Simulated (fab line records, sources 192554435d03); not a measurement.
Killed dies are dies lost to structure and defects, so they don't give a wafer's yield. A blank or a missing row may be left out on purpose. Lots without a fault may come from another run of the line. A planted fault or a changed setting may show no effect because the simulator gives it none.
Chamber matching | flow n5_finfet | N5_BEOL_M7_ETCH_61 on rie_diel-01: 3 sister chambers
The step etches SiARC in CF4, target depth 45.5 nm, time 75.8 s. 16 wafers are shown with their chamber, then 5 later ones without.

WAFERS WITH THEIR CHAMBER
wafer  | chamber | drypump_motor_current_A (A) | showerhead_plenum_p_Torr (Torr) | throttle_valve_pct (%)
L075.3 | 0       | 6.6                         | 2.22                            | 15.59
L075.4 | 3       | 5.7                         | 2.09                            | 15.38
L075.6 | 3       | 5.7                         | 2.09                            | 15.38
L084.2 | 0       | 6.7                         | 2.21                            | 15.63
L084.4 | 1       | 5.0                         | 2.26                            | 15.49
L084.6 | 0       | 6.7                         | 2.21                            | 15.62
L086.1 | 1       | 5.0                         | 2.26                            | 15.50
L086.3 | 3       | 5.7                         | 2.08                            | 15.44
L086.5 | 1       | 5.0                         | 2.26                            | 15.50
L088.1 | 3       | 5.7                         | 2.08                            | 15.44
L088.2 | 0       | 6.7                         | 2.21                            | 15.63
L088.3 | 1       | 5.0                         | 2.26                            | 15.50
L088.4 | 0       | 6.7                         | 2.21                            | 15.62
L088.5 | 1       | 5.0                         | 2.26                            | 15.51
L088.6 | 3       | 5.7                         | 2.08                            | 15.44
L092.2 | 1       | 5.0                         | 2.25                            | 15.55

SIGNATURES (means of the wafers above)
reading                  | chamber 0 | chamber 1 | chamber 3 | scatter within a chamber
drypump_motor_current_A  | 6.680     | 5.000     | 5.700     | 0.0248
showerhead_plenum_p_Torr | 2.2120    | 2.2583    | 2.0840    | 0.00467
throttle_valve_pct       | 15.6180   | 15.5083   | 15.4160   | 0.0243
Rule: a wafer's distance from a chamber is the root of the sum, over the readings, of the square of ((its reading less the chamber's mean) divided by the reading's scatter). The wafer belongs to the nearest chamber; if the next one is less than 2 further off, it can't be placed. The scatter: the root of (the sum of the squares of (reading less its chamber's mean) over the shown wafers, divided by (wafers less chambers)).

WAFERS WITHOUT THEIR CHAMBER
wafer  | drypump_motor_current_A (A) | showerhead_plenum_p_Torr (Torr) | throttle_valve_pct (%)
L095.2 | 6.7                         | 2.20                            | 15.67
L095.4 | 5.7                         | 2.07                            | 15.48
L095.6 | 6.7                         | 2.20                            | 15.66
L097.4 | 5.7                         | 2.07                            | 15.47
L097.5 | 5.7                         | 2.07                            | 15.47

WHICH CHAMBER EACH WENT THROUGH
wafer  | from the rows above | in truth
L095.2 | 0                   | 0
L095.4 | 3                   | 3
L095.6 | 0                   | 0
L097.4 | 3                   | 3
L097.5 | 3                   | 3
Placed correctly: 5 of 5. Can't be placed from these rows: 0. Placed wrongly: 0.
